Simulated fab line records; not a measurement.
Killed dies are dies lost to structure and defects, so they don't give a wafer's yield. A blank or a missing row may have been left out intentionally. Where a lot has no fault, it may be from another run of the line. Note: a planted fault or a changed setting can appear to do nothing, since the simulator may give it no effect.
Which of the tools did it? :: flow n5 finfet :: Sampling: 6 lots, 18 wafers, 3 of 1938 route steps

## WHAT THE GAUGES READ, wafer by wafer
N5_PASSIVATION_OVL_MEAS_66.
lot: L622
measured: day 12 03:49
on: overlay-01
PASS_OPEN_OVL (nm): -13 -4 -6

lot: L630
measured: day 14 03:55
on: overlay-02
PASS_OPEN_OVL (nm): -7 -2 -12

lot: L634
measured: day 15 12:18
on: overlay-02
PASS_OPEN_OVL (nm): 0 -3 5

lot: L639
measured: day 17 15:20
on: overlay-02
PASS_OPEN_OVL (nm): -4 6 5

lot: L643
measured: day 19 02:18
on: overlay-02
PASS_OPEN_OVL (nm): -2 -4 -7

lot: L644
measured: day 20 02:26
on: overlay-02
PASS_OPEN_OVL (nm): 3 -3 6

## WHICH TOOL RAN EACH LOT (tool, then ch and the chambers of the sampled wafers, then the start)
lot: L622
N5_BEOL_M5_PRECLEAN_42: wet bench-03 ch 1,6,7, day 8 11:39
N5_PASSIVATION_STRIP_14: rie diel-02 ch 1,2, day 12 00:35

lot: L630
N5_BEOL_M5_PRECLEAN_42: wet bench-03 ch 1,2,5, day 10 05:42
N5_PASSIVATION_STRIP_14: rie diel-04 ch 1,2, day 14 00:21

lot: L634
N5_BEOL_M5_PRECLEAN_42: wet bench-02 ch 2,6,7, day 11 16:53
N5_PASSIVATION_STRIP_14: rie diel-02 ch 0,1,3, day 15 08:44

lot: L639
N5_BEOL_M5_PRECLEAN_42: wet bench-05 ch 0,3,5, day 13 11:56
N5_PASSIVATION_STRIP_14: rie diel-04 ch 1,2, day 17 09:43

lot: L643
N5_BEOL_M5_PRECLEAN_42: wet bench-03 ch 5,6,7, day 14 12:32
N5_PASSIVATION_STRIP_14: rie diel-04 ch 2,3, day 18 21:55

lot: L644
N5_BEOL_M5_PRECLEAN_42: wet bench-02 ch 0,5,7, day 15 03:17
N5_PASSIVATION_STRIP_14: rie diel-04 ch 1,2, day 19 23:05
- N5_BEOL_M5_PRECLEAN_42: cleans in residue remover, time 60 s.
- N5_PASSIVATION_STRIP_14: strips in O2.

## THE ANSWER, worked out from the rows above alone
Rule: usual is defined by the lots themselves. Put in order of their means at a reading, lots are off if they are a third of the lots or fewer, leave a main group of 4 or more, and stand apart from it by a gap of 3 or more times the standard deviation of the main group's means; of several such gaps the widest counts. A main group is skipped when, at the precision printed for the reading in the tables above, its means are all equal. A lot without any number at a reading at which 4 lots or more have one is off too. The other lots that the step has rows for count as sound.
No lot is off at any reading shown: from this, nothing can be told.

## WHAT THE SIMULATOR PUT IN
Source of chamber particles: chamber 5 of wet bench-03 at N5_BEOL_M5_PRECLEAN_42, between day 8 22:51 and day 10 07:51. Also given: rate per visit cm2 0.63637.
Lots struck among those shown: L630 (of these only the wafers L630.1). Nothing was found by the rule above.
